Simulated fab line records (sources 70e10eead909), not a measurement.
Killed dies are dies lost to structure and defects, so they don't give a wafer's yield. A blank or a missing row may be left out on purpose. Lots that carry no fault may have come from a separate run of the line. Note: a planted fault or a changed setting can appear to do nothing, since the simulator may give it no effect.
fab line records | flow nandHarc
[record] lots = 12 | wafers = 36 | lastDay = 25
route steps=1159 shown P_STI@92 P_GATE@131 END@1159
lots untouched by any fault: they come from a run of this same line in which no faults occurred
startH: start of the lot's first displayed wafer, in hours after the record's first day | waitH: hours since the lot's step before | " unchanged from the row above | L1.1+2: one row covering several wafers at once | - value missing, or start not given | * or withheld: withheld | < > ~ a bound
route shown NAME@n: names a module that has steps shown in the file, with the first one's number in the route | usual: mean/standard deviation taken from wafers without a fault | same: alike in all rows | chamber/n: place in a boat | sites: each site's reading | _std_site: standard deviation of those values | _edge_site: inner sites' mean taken away from outer sites' mean | radiusMm: how far each site lies from the wafer's centre | mask NAME#n: copy n | behind: tool/chamber where the wafer was last shaped | hold: why the lot went on hold/how many hours it stayed there/how the hold came to an end | device: transistor that didn't switch, given as n, p or np | end of line: at the end of the route, the tests of the same wafers | a step without rows: its recipe alone | killed: not the wafer's yield, but the dies lost to structure and defects at the first sort | map: dies across one wafer; x = killed, . = not, _ = none there
set.NAME: the setting as run; set.NAME@STEP: as run at that earlier step | model.NAME: the simulator's own value behind a step, which no gauge read
one table for each step of the route and one row for each wafer, over a sample of lots
services: the hour from which a tool's chamber was out of use, counted from the record's first day as startH (under 0 if before that day), plus the number of hours and why
[[steps]]
[step NHARC_P_STI_OCD_MEAS_17]
[usual] trenchDepthNm = 300/3.6 | trenchFootCdNm = 158.6/2.5
lot.wafer | tool   | chamber | startH | waitH | trenchDepthNm | trenchFootCdNm
L821.1    | ocd-02 | -       | 37.09  | 0.1   | 299           | 163.2
L821.3    | "      | -       | "      | "     | 300           | 158.5
L821.4    | "      | -       | "      | "     | 300           | 157.9
L825.1    | ocd-02 | -       | 61.65  | 0.1   | 301           | 157.9
L825.4    | "      | -       | "      | "     | 303           | 158.5
L825.5    | "      | -       | "      | "     | 298           | 162.3
L828.1    | ocd-01 | -       | 77.90  | 0.1   | 294           | 164.6
L828.2    | "      | -       | "      | "     | 302           | 156.8
L828.4    | "      | -       | "      | "     | 302           | 161.9
L829.2    | ocd-02 | -       | 87.07  | 0.1   | 299           | 155.6
L829.5    | "      | -       | "      | "     | 301           | 160.3
L829.6    | "      | -       | "      | "     | 297           | 158.3
L830.1    | ocd-01 | -       | 87.20  | 0.1   | 302           | 155.2
L830.4    | "      | -       | "      | "     | 298           | 155.6
L830.5    | "      | -       | "      | "     | 298           | 154.5
L831.1    | ocd-01 | -       | 96.82  | 0.1   | 303           | 162.6
L831.3    | "      | -       | "      | "     | 299           | 160.8
L831.6    | "      | -       | "      | "     | 300           | 157.3
L833.2    | ocd-01 | -       | 107.58 | 0.1   | 294           | 159.8
L833.3    | "      | -       | "      | "     | 299           | 158.4
L833.4    | "      | -       | "      | "     | 301           | 164.5
L836.1    | ocd-02 | -       | 129.42 | 0.1   | 309           | 154.3
L836.4    | "      | -       | "      | "     | 302           | 156.0
L836.6    | "      | -       | "      | "     | 302           | 157.6
L837.1    | ocd-02 | -       | 129.54 | 0.1   | 293           | 159.9
L837.3    | "      | -       | "      | "     | 301           | 159.0
L837.6    | "      | -       | "      | "     | 296           | 159.2
L838.4    | ocd-02 | -       | 139.71 | 0.1   | 294           | 157.0
L838.5    | "      | -       | "      | "     | 298           | 158.4
L838.6    | "      | -       | "      | "     | 290           | 158.9
L843.4    | ocd-01 | -       | 171.03 | 0.1   | 293           | 160.0
L843.5    | "      | -       | "      | "     | 290           | 161.5
L843.6    | "      | -       | "      | "     | 298           | 158.0
L844.2    | ocd-01 | -       | 176.60 | 0.1   | 296           | 158.9
L844.5    | "      | -       | "      | "     | 296           | 158.7
L844.6    | "      | -       | "      | "     | 295           | 157.7
[step NHARC_P_STI_CMP_21]
[recipe] tOverpolishS = 20 | targetThkNm = 380.67
[usual] motorCurrentA = 11.6/1.2 | overpolishRunS = 20.000/0.0087
lot.wafer | tool   | chamber | startH | waitH | motorCurrentA | overpolishRunS
L821.3    | cmp-02 | 3       | 59.56  | 0.4   | 11.8          | 19.997
L821.4    | "      | 0       | "      | "     | 11.7          | 20.001
L821.1    | "      | 1       | "      | "     | 10.6          | 19.998
L825.4    | cmp-02 | 3       | 81.71  | 0.4   | 11.5          | 19.981
L825.1    | "      | 1       | "      | "     | 10.1          | 20.001
L825.5    | "      | 2       | "      | "     | 12.3          | 19.995
L828.4    | cmp-03 | 2       | 94.17  | 0.4   | 11.8          | 20.004
L828.1    | "      | 3       | "      | "     | 12.5          | 20.001
L828.2    | "      | 0       | "      | "     | 12.1          | 20.010
L830.1    | cmp-03 | 3       | 105.94 | 0.4   | 11.9          | 19.987
L830.4    | "      | 1       | "      | "     | 14.0          | 20.010
L830.5    | "      | 3       | "      | "     | 12.6          | 20.010
L829.2    | cmp-02 | 3       | 105.99 | 0.4   | 12.1          | 19.986
L829.6    | "      | 0       | "      | "     | 11.4          | 19.991
L829.5    | "      | 1       | "      | "     | 10.4          | 19.996
L831.3    | cmp-03 | 3       | 118.64 | 0.4   | 12.2          | 20.022
L831.1    | "      | 0       | "      | "     | 11.7          | 20.000
L831.6    | "      | 1       | "      | "     | 13.5          | 20.000
L833.2    | cmp-02 | 2       | 135.97 | 0.4   | 12.6          | 20.012
L833.3    | "      | 0       | "      | "     | 10.9          | 20.003
L833.4    | "      | 1       | "      | "     | 10.4          | 20.005
L837.1    | cmp-02 | 1       | 151.87 | 0.4   | 10.1          | 19.998
L837.3    | "      | 3       | "      | "     | 11.7          | 19.990
L837.6    | "      | 2       | "      | "     | 12.9          | 20.013
L836.1    | cmp-04 | 2       | 151.87 | 0.4   | 12.6          | 20.006
L836.4    | "      | 3       | "      | "     | 11.4          | 20.000
L836.6    | "      | 3       | "      | "     | 10.4          | 19.987
L838.4    | cmp-02 | 0       | 159.32 | 0.4   | 10.9          | 20.005
L838.6    | "      | 0       | "      | "     | 11.3          | 19.995
L838.5    | "      | 1       | "      | "     | 10.3          | 19.994
L843.4    | cmp-02 | 3       | 189.99 | 0.4   | 11.3          | 19.996
L843.5    | "      | 2       | "      | "     | 12.8          | 19.999
L843.6    | "      | 3       | "      | "     | 12.0          | 20.010
L844.2    | cmp-04 | 2       | 198.21 | 0.4   | 12.4          | 20.005
L844.5    | "      | 1       | "      | "     | 10.1          | 19.999
L844.6    | "      | 2       | "      | "     | 12.9          | 19.992
[step NHARC_P_GATE_HM_DEP_102]
[recipe] targetThkA = 1200 | tempC = 400 | material = aC
[usual] throttleValvePct = 35.000/0.0092
lot.wafer | tool      | chamber | startH | waitH | throttleValvePct
L821.1    | aclDep-01 | 0       | 90.26  | 2.6   | 34.987
L821.3    | "         | 0       | "      | "     | 35.010
L821.4    | "         | 0       | "      | "     | 34.990
L825.1    | aclDep-03 | 0       | 115.65 | 2.5   | 34.997
L825.4    | "         | 0       | "      | "     | 34.999
L825.5    | "         | 0       | "      | "     | 35.008
L828.1    | aclDep-03 | 0       | 123.00 | 0.4   | 35.010
L828.2    | "         | 0       | "      | "     | 34.990
L828.4    | "         | 0       | "      | "     | 35.003
L830.1    | aclDep-01 | 0       | 139.05 | 1.2   | 35.021
L830.4    | "         | 0       | "      | "     | 35.008
L830.5    | "         | 0       | "      | "     | 35.007
L829.2    | aclDep-01 | 0       | 139.79 | 1.9   | 34.997
L829.5    | "         | 0       | "      | "     | 35.002
L829.6    | "         | 0       | "      | "     | 34.994
L831.1    | aclDep-01 | 0       | 149.68 | 1.0   | 34.995
L831.3    | "         | 0       | "      | "     | 34.995
L831.6    | "         | 0       | "      | "     | 35.011
L833.2    | aclDep-02 | 0       | 164.85 | 0.5   | 35.019
L833.3    | "         | 0       | "      | "     | 35.000
L833.4    | "         | 0       | "      | "     | 35.001
L836.1    | aclDep-03 | 0       | 182.16 | 1.0   | 34.999
L836.4    | "         | 0       | "      | "     | 34.992
L836.6    | "         | 0       | "      | "     | 35.008
L837.1    | aclDep-03 | 0       | 182.79 | 1.6   | 35.004
L837.3    | "         | 0       | "      | "     | 35.003
L837.6    | "         | 0       | "      | "     | 35.010
L838.4    | aclDep-01 | 0       | 191.88 | 2.4   | 35.008
L838.5    | "         | 0       | "      | "     | 35.000
L838.6    | "         | 0       | "      | "     | 34.990
L843.4    | aclDep-02 | 0       | 220.96 | 0.7   | 35.000
L843.5    | "         | 0       | "      | "     | 35.004
L843.6    | "         | 0       | "      | "     | 34.995
L844.2    | aclDep-01 | 0       | 232.00 | 4.6   | 35.009
L844.5    | "         | 0       | "      | "     | 34.978
L844.6    | "         | 0       | "      | "     | 35.022
[step NHARC_P_GATE_INSPECT_28]
[usual] rawDefectCount = 6/3.2
lot.wafer | tool             | chamber | startH | waitH | rawDefectCount
L821.1    | defectInspect-01 | -       | 91.76  | 0.0   | 4
L821.3    | "                | -       | "      | "     | 10
L821.4    | "                | -       | "      | "     | 5
L825.1    | defectInspect-01 | -       | 117.13 | 0.0   | 7
L825.4    | "                | -       | "      | "     | 3
L825.5    | "                | -       | "      | "     | 9
L828.1    | defectInspect-02 | -       | 124.34 | 0.0   | 4
L828.2    | "                | -       | "      | "     | 5
L828.4    | "                | -       | "      | "     | 5
L830.1    | defectInspect-02 | -       | 141.15 | 0.0   | 5
L830.4    | "                | -       | "      | "     | 12
L830.5    | "                | -       | "      | "     | 4
L829.2    | defectInspect-01 | -       | 141.18 | 0.0   | 11
L829.5    | "                | -       | "      | "     | 4
L829.6    | "                | -       | "      | "     | 12
L831.1    | defectInspect-02 | -       | 151.15 | 0.0   | 7
L831.3    | "                | -       | "      | "     | 8
L831.6    | "                | -       | "      | "     | 2
L833.2    | defectInspect-01 | -       | 166.29 | 0.0   | 13
L833.3    | "                | -       | "      | "     | 7
L833.4    | "                | -       | "      | "     | 3
L836.1    | defectInspect-02 | -       | 183.62 | 0.0   | 891
L836.4    | "                | -       | "      | "     | 893
L836.6    | "                | -       | "      | "     | 895
L837.1    | defectInspect-02 | -       | 184.26 | 0.0   | 798
L837.3    | "                | -       | "      | "     | 809
L837.6    | "                | -       | "      | "     | 842
L838.4    | defectInspect-01 | -       | 192.92 | 0.0   | 9
L838.5    | "                | -       | "      | "     | 8
L838.6    | "                | -       | "      | "     | 13
L843.4    | defectInspect-01 | -       | 222.00 | 0.0   | 2
L843.5    | "                | -       | "      | "     | 7
L843.6    | "                | -       | "      | "     | 11
L844.2    | defectInspect-02 | -       | 233.37 | 0.0   | 6
L844.5    | "                | -       | "      | "     | 8
L844.6    | "                | -       | "      | "     | 3
[step NHARC_P_GATE_STRIP_101]
[recipe] timeS = 20 | o2FlowSccm = 500 | arFlowSccm = 0 | biasW = 0 | chemistry = O2
[usual] drypumpMotorCurrentA = 5.9/0.46 | o2FlowSccm = 499.8/1.4 | oesProductAu = 0.997/0.011 | rfVppV = 57.8/0.83 | showerheadPlenumPTorr = 3.54/0.12 | throttleValvePct = 17.038/0.0091
lot.wafer | tool       | chamber | startH | waitH | drypumpMotorCurrentA | o2FlowSccm | oesProductAu | rfHoursCounterH | rfVppV | showerheadPlenumPTorr | throttleValvePct
L821.1    | rieDiel-03 | 0       | 103.22 | 0.1   | 6.4                  | 501.9      | 1.017        | 12              | 57.5   | 3.48                  | 17.062
L821.3    | "          | 1       | "      | "     | 5.6                  | 501.3      | 1.005        | 15              | 57.0   | 3.38                  | 17.032
L821.4    | "          | 0       | "      | "     | 6.4                  | 501.3      | 1.002        | -               | 57.7   | 3.48                  | 17.036
L825.1    | rieDiel-10 | 1       | 128.13 | 0.1   | 6.7                  | 500.5      | 0.998        | 45              | 56.5   | 3.45                  | 17.040
L825.4    | "          | 0       | "      | "     | 5.5                  | 500.2      | 1.001        | 48              | 58.7   | 3.67                  | 17.029
L825.5    | "          | 1       | "      | "     | 6.7                  | 498.6      | 1.010        | -               | 57.8   | 3.45                  | 17.050
L828.2    | rieDiel-03 | 0       | 135.32 | 0.1   | 6.4                  | 501.5      | 1.006        | 16              | 57.4   | 3.48                  | 17.043
L828.1    | "          | 1       | "      | "     | 5.7                  | 499.9      | 0.994        | 19              | 58.0   | 3.38                  | 17.042
L828.4    | "          | 3       | "      | "     | 5.8                  | 499.3      | 0.977        | 18              | 57.2   | 3.57                  | 17.015
L830.4    | rieDiel-03 | 0       | 152.17 | 0.1   | 6.4                  | 499.4      | 0.997        | 19              | 57.0   | 3.48                  | 17.036
L830.1    | "          | 1       | "      | "     | 5.7                  | 496.4      | 0.998        | 22              | 57.5   | 3.38                  | 17.018
L830.5    | "          | 0       | "      | "     | 6.5                  | 499.5      | 0.993        | -               | 57.9   | 3.48                  | 17.047
L829.2    | rieDiel-03 | 2       | 152.58 | 0.1   | 5.6                  | 501.3      | 0.984        | 22              | 59.1   | 3.77                  | 17.027
L829.5    | "          | 2       | "      | "     | 5.6                  | 500.7      | 0.984        | -               | 58.6   | 3.77                  | 17.045
L829.6    | "          | 3       | "      | "     | 5.8                  | 499.1      | 0.985        | -               | 56.1   | 3.57                  | 17.038
L831.3    | rieDiel-06 | 2       | 162.19 | 0.3   | 5.4                  | 500.5      | 0.987        | 35              | 58.2   | 3.46                  | 17.019
L831.1    | "          | 3       | "      | "     | 6.1                  | 498.6      | 1.020        | 36              | 58.8   | 3.62                  | 17.036
L831.6    | "          | 0       | "      | "     | 6.2                  | 500.7      | 1.005        | -               | 58.4   | 3.62                  | 17.052
L833.4    | rieDiel-03 | 0       | 177.31 | 0.1   | 6.4                  | 497.6      | 1.004        | 24              | 57.8   | 3.48                  | 17.036
L833.2    | "          | 2       | "      | "     | 5.6                  | 501.1      | 0.991        | 27              | 57.9   | 3.77                  | 17.032
L833.3    | "          | 3       | "      | "     | 5.8                  | 499.1      | 0.989        | 25              | 57.3   | 3.57                  | 17.047
L836.1    | rieDiel-10 | 3       | 194.64 | 0.2   | 5.2                  | 500.3      | 0.995        | 4               | 57.5   | 3.41                  | 17.036
L836.4    | "          | 1       | "      | "     | 6.7                  | 501.6      | 1.009        | 4               | 58.4   | 3.44                  | 17.031
L836.6    | "          | 0       | "      | "     | 5.5                  | 499.1      | 0.999        | -               | 59.5   | 3.65                  | 17.035
L837.3    | rieDiel-10 | 2       | 195.19 | 0.1   | 6.3                  | 498.9      | 1.020        | 5               | 56.5   | 3.62                  | 17.049
L837.1    | "          | 3       | "      | "     | 5.2                  | 498.9      | 0.995        | 5               | 56.6   | 3.41                  | 17.045
L837.6    | "          | 2       | "      | "     | 6.2                  | 500.4      | 1.014        | -               | 57.8   | 3.62                  | 17.057
L838.4    | rieDiel-06 | 3       | 203.93 | 0.1   | 6.1                  | 499.0      | 1.009        | 54              | 59.3   | 3.61                  | 17.034
L838.5    | "          | 2       | "      | "     | 5.4                  | 503.2      | 0.978        | -               | 58.7   | 3.45                  | 17.038
L838.6    | "          | 3       | "      | "     | 6.1                  | 500.1      | 1.005        | -               | 59.4   | 3.61                  | 17.033
L843.4    | rieDiel-03 | 1       | 233.04 | 0.2   | 5.7                  | 500.3      | 0.990        | 1               | 58.6   | 3.37                  | 17.031
L843.5    | "          | 0       | "      | "     | 6.5                  | 499.6      | 1.021        | -               | 56.0   | 3.47                  | 17.047
L843.6    | "          | 1       | "      | "     | 5.7                  | 497.4      | 0.987        | -               | 57.6   | 3.37                  | 17.028
L844.2    | rieDiel-03 | 0       | 246.60 | 0.1   | 6.4                  | 501.6      | 1.005        | 3               | 56.3   | 3.47                  | 17.032
L844.6    | "          | 0       | "      | "     | 6.5                  | 500.2      | 1.004        | -               | 57.6   | 3.47                  | 17.047
L844.5    | "          | 1       | "      | "     | 5.7                  | 501.3      | 0.987        | -               | 57.5   | 3.37                  | 17.051
[step NHARC_P_GATE_INSPECT_68]
[usual] rawDefectCount = 202/64
lot.wafer | tool             | chamber | startH | waitH | rawDefectCount
L821.1    | defectInspect-02 | -       | 110.97 | 0.2   | 197
L821.3    | "                | -       | "      | "     | 213
L821.4    | "                | -       | "      | "     | 164
L825.1    | defectInspect-02 | -       | 135.37 | 0.2   | 146
L825.4    | "                | -       | "      | "     | 222
L825.5    | "                | -       | "      | "     | 199
L828.1    | defectInspect-01 | -       | 142.89 | 0.2   | 149
L828.2    | "                | -       | "      | "     | 197
L828.4    | "                | -       | "      | "     | 101
L830.1    | defectInspect-01 | -       | 159.86 | 0.2   | 203
L830.4    | "                | -       | "      | "     | 259
L830.5    | "                | -       | "      | "     | 285
L829.2    | defectInspect-01 | -       | 160.18 | 0.1   | 181
L829.5    | "                | -       | "      | "     | 555
L829.6    | "                | -       | "      | "     | 209
L831.1    | defectInspect-01 | -       | 169.92 | 0.2   | 221
L831.3    | "                | -       | "      | "     | 209
L831.6    | "                | -       | "      | "     | 196
L833.2    | defectInspect-02 | -       | 184.93 | 0.1   | 206
L833.3    | "                | -       | "      | "     | 90
L833.4    | "                | -       | "      | "     | 128
L836.1    | defectInspect-02 | -       | 202.26 | 0.2   | 1100
L836.4    | "                | -       | "      | "     | 1031
L836.6    | "                | -       | "      | "     | 1055
L837.1    | defectInspect-01 | -       | 203.04 | 0.2   | 1077
L837.3    | "                | -       | "      | "     | 1027
L837.6    | "                | -       | "      | "     | 1177
L838.4    | defectInspect-02 | -       | 211.47 | 0.1   | 264
L838.5    | "                | -       | "      | "     | 182
L838.6    | "                | -       | "      | "     | 196
L843.4    | defectInspect-01 | -       | 240.39 | 0.1   | 146
L843.5    | "                | -       | "      | "     | 162
L843.6    | "                | -       | "      | "     | 205
L844.2    | defectInspect-01 | -       | 254.53 | 0.1   | 310
L844.5    | "                | -       | "      | "     | 279
L844.6    | "                | -       | "      | "     | 169
[step NHARC_END_SORT_01]
[recipe] tempC = 25
[usual] killedAtArray = 29/11 | killedAtOther = 0.5/0.8 | killedAtPeriphery = 3.5/2.8 | killedDies = 33/12 | killedOpen = 3.1/1.8 | killedShort = 1.8/1.4
[same] grossDies = 677
lot.wafer | tool      | chamber | startH | waitH | killedAtArray | killedAtOther | killedAtPeriphery | killedDies | killedOpen | killedShort
L837.1    | prober-02 | 0       | 542.63 | 2.5   | 33            | 0             | 63                | 96         | 10         | 3
L837.3    | prober-02 | 0       | 544.23 | 3.1   | 32            | 0             | 64                | 96         | 1          | 2
L837.6    | prober-02 | 0       | 546.62 | 4.0   | 32            | 1             | 69                | 102        | 6          | 1
L836.1    | prober-02 | 0       | 550.42 | 2.5   | 31            | 0             | 70                | 101        | 2          | 0
L836.4    | prober-02 | 0       | 552.82 | 3.4   | 33            | 0             | 66                | 99         | 2          | 0
L836.6    | prober-02 | 0       | 554.42 | 4.0   | 39            | 0             | 66                | 105        | 3          | 1
// killed by level:class
L837.1 P_GATE:unspecified=58 A_CHANNEL_HOLE_D1:chamberFilmFlake=16 A_STAIRCASE:chamberFilmFlake=4 A_WL_FILL:geometricParticle:short=3 A_M0:geometricParticle:open=3 P_GATE:geometricParticle:open=1 P_CONTACT:geometricParticle:open=1 P_M0:geometricParticle:open=1
L837.3 P_GATE:unspecified=62 A_CHANNEL_HOLE_D1:chamberFilmFlake=23 A_CONTACT:chamberFilmFlake=3 A_CHANNEL_FILL_D1:chamberFilmFlake=2 A_STAIRCASE:chamberFilmFlake=2 P_CONTACT:geometricParticle:open=1 A_SOURCE_PLATE:geometricParticle:short=1 A_BONDPAD:geometricParticle:short=1
L837.6 P_GATE:unspecified=65 A_CHANNEL_HOLE_D1:chamberFilmFlake=18 A_STAIRCASE:chamberFilmFlake=5 A_ONON_D1:geometricParticle:open=2 P_M0:chamberFilmFlake=2 A_CONTACT:chamberFilmFlake=2 P_GATE:geometricParticle:open=1 A_CHANNEL_FILL_D1:geometricParticle:short=1
L836.1 P_GATE:unspecified=69 A_SLIT:chamberFilmFlake=17 A_CHANNEL_HOLE_D1:chamberFilmFlake=6 A_STAIRCASE:chamberFilmFlake=4 A_CHANNEL_FILL_D1:chamberFilmFlake=2 A_SGD_CUT:geometricParticle:open=1 A_WL_FILL:geometricParticle:open=1 P_ZERO_WELL:chamberFilmFlake=1
L836.4 P_GATE:unspecified=65 A_SLIT:chamberFilmFlake=19 A_STAIRCASE:chamberFilmFlake=5 A_ZERO_WELL:chamberFilmFlake=3 A_CONTACT:chamberFilmFlake=2 A_CHANNEL_HOLE_D1:chamberFilmFlake=2 P_M0:geometricParticle:open=1 A_CHANNEL_FILL_D1:geometricParticle:open=1
L836.6 P_GATE:unspecified=64 A_SLIT:chamberFilmFlake=19 A_CHANNEL_HOLE_D1:chamberFilmFlake=9 A_CONTACT:chamberFilmFlake=5 P_ZERO_WELL:chamberFilmFlake=2 A_SOURCE_PLATE:geometricParticle:open=1 A_ONON_D1:geometricParticle:open=1 A_CONTACT:geometricParticle:short=1
[[services]]
tool       | chamber | startH | hours | kind
rieDiel-03 | -       | 38.30  | 9.0   | pm
cmp-02     | -       | 38.60  | 5.1   | repair
aclDep-03  | -       | 42.00  | 13.0  | pm
rieDiel-03 | 0       | 55.65  | 6.4   | repair
cmp-03     | -       | 58.00  | 4.0   | pm
rieDiel-06 | -       | 64.24  | 9.0   | pm
aclDep-02  | -       | 65.10  | 4.1   | repair
rieDiel-06 | 0       | 79.77  | 16.4  | repair
rieDiel-03 | 3       | 98.17  | 3.2   | repair
cmp-02     | -       | 101.88 | 2.7   | repair
rieDiel-03 | 3       | 101.92 | 2.9   | repair
aclDep-01  | -       | 113.15 | 13.0  | pm
cmp-02     | -       | 128.50 | 4.0   | pm
cmp-03     | -       | 150.08 | 9.8   | repair
cmp-03     | -       | 159.89 | 4.0   | pm
rieDiel-03 | -       | 169.72 | 0.3   | repair
cmp-03     | -       | 174.38 | 4.3   | repair
rieDiel-10 | -       | 176.50 | 9.0   | pm
rieDiel-10 | -       | 189.74 | 0.2   | repair
rieDiel-03 | 3       | 197.18 | 19.8  | repair
cmp-03     | -       | 201.33 | 1.0   | repair
rieDiel-03 | -       | 215.30 | 9.0   | pm
aclDep-03  | -       | 223.00 | 13.0  | pm
cmp-02     | -       | 226.50 | 4.0   | pm
[[key]]
[firstSign] step = NHARC_P_GATE_INSPECT_28 | reading = rawDefectCount | direction = up | sigmas = 99+ | usual = 6 | struck = 855
[effect] step = NHARC_P_GATE_INSPECT_68 | reading = rawDefectCount | direction = up | sigmas = 14 | usual = 202 | struck = 1078
[effect] step = NHARC_END_SORT_01 | reading = killedAtPeriphery | direction = up | sigmas = 23 | usual = 3.5 | struck = 66.3
[moreKillsBornAt] NHARC_P_GATE_HM_DEP_102@aclDep-03 = 383
metAt NHARC_P_GATE_HM_DEP_102
struckLots L836,L837
testerLeftOut L836,L837
notActingAt NHARC_P_STI_OCD_MEAS_17,NHARC_P_STI_CMP_21,NHARC_P_GATE_STRIP_101
onsetBetween 123.00 182.16
[fault] kind = chamberParticleSource | tool = aclDep-03 | chamber = - | onsetH = 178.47 | steps = NHARC_P_GATE_HM_DEP_102 | ratePerVisitCm2 = 1.3032 | endH = 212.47
// testerLeftOut: of these lots the tester's yield and bins aren't shown, on N5 and GAA mostly nor the transistor test; their killed dies are dies lost to structure and defects alone, not to doping, threshold or leakage, so they don't give the yield
